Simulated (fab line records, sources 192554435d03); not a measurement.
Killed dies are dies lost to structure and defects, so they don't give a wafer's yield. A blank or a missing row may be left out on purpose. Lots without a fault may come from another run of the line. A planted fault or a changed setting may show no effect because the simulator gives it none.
Which tool did it? | flow n5_finfet | 24 lots, 72 wafers sampled, at 2 steps of a route of 1938

WHAT THE GAUGES READ, wafer by wafer
N5_BEOL_M4_CD_MEAS_11: target cd 16.79 nm.
lot  | measured     | on        | cd_nm (nm)
L074 | day 7 23:59  | cd_sem-01 | 17.02 16.85 16.98
L075 | day 8 21:14  | cd_sem-02 | 16.95 16.61 16.90
L076 | day 9 01:07  | cd_sem-02 | 16.93 16.77 16.83
L077 | day 9 07:30  | cd_sem-01 | 17.00 17.11 16.95
L078 | day 9 10:14  | cd_sem-03 | 16.82 16.67 16.69
L079 | day 9 11:55  | cd_sem-03 | 16.81 16.92 16.83
L082 | day 10 12:13 | cd_sem-01 | 16.55 16.77 16.64
L083 | day 10 16:43 | cd_sem-03 | 16.99 16.69 16.76
L081 | day 10 17:29 | cd_sem-02 | 16.71 16.58 16.68
L080 | day 11 10:04 | cd_sem-03 | 16.93 16.45 16.55
L084 | day 11 11:39 | cd_sem-01 | 16.64 16.87 16.67
L085 | day 11 17:25 | cd_sem-02 | 16.70 16.77 16.91
L088 | day 11 20:47 | cd_sem-02 | 16.75 16.78 16.43
L087 | day 12 05:17 | cd_sem-03 | 16.47 16.84 16.49
L086 | day 12 19:10 | cd_sem-02 | 16.77 17.19 17.22
L089 | day 13 00:04 | cd_sem-02 | 17.23 17.01 17.02
L091 | day 13 05:13 | cd_sem-02 | 16.63 16.50 17.15
L090 | day 13 09:25 | cd_sem-02 | 17.01 16.99 16.63
L093 | day 13 19:56 | cd_sem-03 | 16.86 17.15 16.79
L092 | day 14 01:08 | cd_sem-02 | 16.33 16.71 17.06
L094 | day 14 10:58 | cd_sem-03 | 17.13 17.41 16.70
L096 | day 14 11:40 | cd_sem-02 | 16.71 16.48 16.77
L095 | day 14 17:05 | cd_sem-02 | 16.94 16.90 16.97
L097 | day 14 17:19 | cd_sem-02 | 17.33 16.89 16.97

WHICH TOOL RAN EACH LOT (tool, then ch and the chambers of the sampled wafers, then the start)
lot  | N5_BEOL_M3_SPUTTER_48
L074 | pvd_sputter-02, day 7 20:17
L075 | pvd_sputter-01, day 8 17:05
L076 | pvd_sputter-01, day 8 21:31
L077 | pvd_sputter-01, day 9 03:27
L078 | pvd_sputter-03, day 9 03:42
L079 | pvd_sputter-02, day 9 07:41
L082 | pvd_sputter-01, day 10 08:16
L083 | pvd_sputter-01, day 10 10:14
L081 | pvd_sputter-02, day 10 13:38
L080 | pvd_sputter-02, day 10 22:34
L084 | pvd_sputter-03, day 11 07:22
L085 | pvd_sputter-01, day 11 12:23
L088 | pvd_sputter-01, day 11 15:15
L087 | pvd_sputter-01, day 12 01:10
L086 | pvd_sputter-03, day 12 13:22
L089 | pvd_sputter-02, day 12 18:08
L091 | pvd_sputter-03, day 12 22:10
L090 | pvd_sputter-01, day 13 05:38
L093 | pvd_sputter-02, day 13 15:52
L092 | pvd_sputter-02, day 13 17:42
L094 | pvd_sputter-01, day 14 06:42
L096 | pvd_sputter-02, day 14 07:15
L095 | pvd_sputter-01, day 14 11:36
L097 | pvd_sputter-02, day 14 11:48
- N5_BEOL_M3_SPUTTER_48: material Cu, target thk 4.5 nm, time 8.29 s.

WHAT THE TOOLS THEMSELVES READ (means of the sampled wafers that have a number; where no wafer has one, the mark that the record gives instead)
N5_BEOL_M3_SPUTTER_48.
lot  | tool           | throttle_valve_pct (%)
L074 | pvd_sputter-02 | 29.9
L075 | pvd_sputter-01 | 28.7
L076 | pvd_sputter-01 | 30.6
L077 | pvd_sputter-01 | 29.4
L078 | pvd_sputter-03 | 28.9
L079 | pvd_sputter-02 | 29.8
L082 | pvd_sputter-01 | 28.6
L083 | pvd_sputter-01 | 28.7
L081 | pvd_sputter-02 | 29.6
L080 | pvd_sputter-02 | 29.3
L084 | pvd_sputter-03 | 29.1
L085 | pvd_sputter-01 | 30.0
L088 | pvd_sputter-01 | 29.4
L087 | pvd_sputter-01 | 30.0
L086 | pvd_sputter-03 | 29.7
L089 | pvd_sputter-02 | 29.5
L091 | pvd_sputter-03 | 28.6
L090 | pvd_sputter-01 | 30.6
L093 | pvd_sputter-02 | 29.4
L092 | pvd_sputter-02 | 29.4
L094 | pvd_sputter-01 | 30.1
L096 | pvd_sputter-02 | 29.4
L095 | pvd_sputter-01 | 29.4
L097 | pvd_sputter-02 | 29.0

THE ANSWER, worked out from the rows above alone
Rule: what is usual is taken from the lots themselves. Put in order of their means at a reading, lots are off if they are a third of the lots or fewer, leave a main group of 4 or more, and stand apart from it by a gap of 3 or more times the standard deviation of the main group's means; of several such gaps the widest counts. A main group whose means are all the same, to the digits that the tables above print for the reading, isn't used. A lot without any number at a reading at which 4 lots or more have one is off too. The other lots that the step has rows for count as sound. The gauges are gone through in route order, then the tools' own readings, and for those a lot's mean is taken as printed above. The first step at which some lot is off is used, and at that step the reading that is off furthest; a lot without a number counts as furthest.
No lot is off at any reading shown: from this, nothing can be told.

WHAT THE SIMULATOR HAD PUT IN
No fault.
